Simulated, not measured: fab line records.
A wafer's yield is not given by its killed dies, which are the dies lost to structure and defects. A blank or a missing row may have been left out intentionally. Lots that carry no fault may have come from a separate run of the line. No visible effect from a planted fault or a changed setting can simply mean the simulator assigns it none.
Chamber matching :: flow n5Finfet :: rieDiel-03 running N5_BEOL_M7_ETCH_72: 4 sister chambers
The step etches underlayer in N2/H2, target depth 6.5 nm, time 5.2 s. 4 wafers are shown with their chamber, then 8 later ones without.

== WAFERS WITH THEIR CHAMBER ==
wafer: L085.6
chamber: 2
drypumpMotorCurrentA (A): 5.74

wafer: L093.3
chamber: 1
drypumpMotorCurrentA (A): 5.60

wafer: L093.4
chamber: 3
drypumpMotorCurrentA (A): 5.78

wafer: L095.1
chamber: 0
drypumpMotorCurrentA (A): 6.30

== WAFERS MISSING THEIR CHAMBER ==
wafer: L095.2
drypumpMotorCurrentA (A): 5.73

wafer: L095.3
drypumpMotorCurrentA (A): 5.60

wafer: L094.2
drypumpMotorCurrentA (A): 5.75

wafer: L094.3
drypumpMotorCurrentA (A): 6.27

wafer: L094.6
drypumpMotorCurrentA (A): 5.80

wafer: L097.2
drypumpMotorCurrentA (A): 5.80

wafer: L097.4
drypumpMotorCurrentA (A): 5.72

wafer: L097.5
drypumpMotorCurrentA (A): 5.57

== THE CHAMBER EACH PASSED THROUGH ==
wafer: L095.2
from the rows above: 2
in truth: 2

wafer: L095.3
from the rows above: 1
in truth: 1

wafer: L094.2
from the rows above: can't be placed: 2 or 3
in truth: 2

wafer: L094.3
from the rows above: 0
in truth: 0

wafer: L094.6
from the rows above: 3
in truth: 3

wafer: L097.2
from the rows above: 3
in truth: 3

wafer: L097.4
from the rows above: 2
in truth: 2

wafer: L097.5
from the rows above: 1
in truth: 1
Correct placement for 7 of the 8. Can't be placed from these rows: 1 (the true chamber is among the candidates in 1). Placed wrongly: 0.
How it was worked out, from the rows above alone: a wafer's distance from a chamber is the root of the sum, over the readings, of the square of ((its reading less the chamber's mean) divided by the reading's scatter). The wafer belongs to the nearest chamber; if the next one is less than 2 further off, it can't be placed. For every chamber, the mean is computed from those of its wafers that are shown. The scatter: with one shown wafer a chamber, the root of the mean of the squares of how far each hidden wafer lies from its nearest shown one.
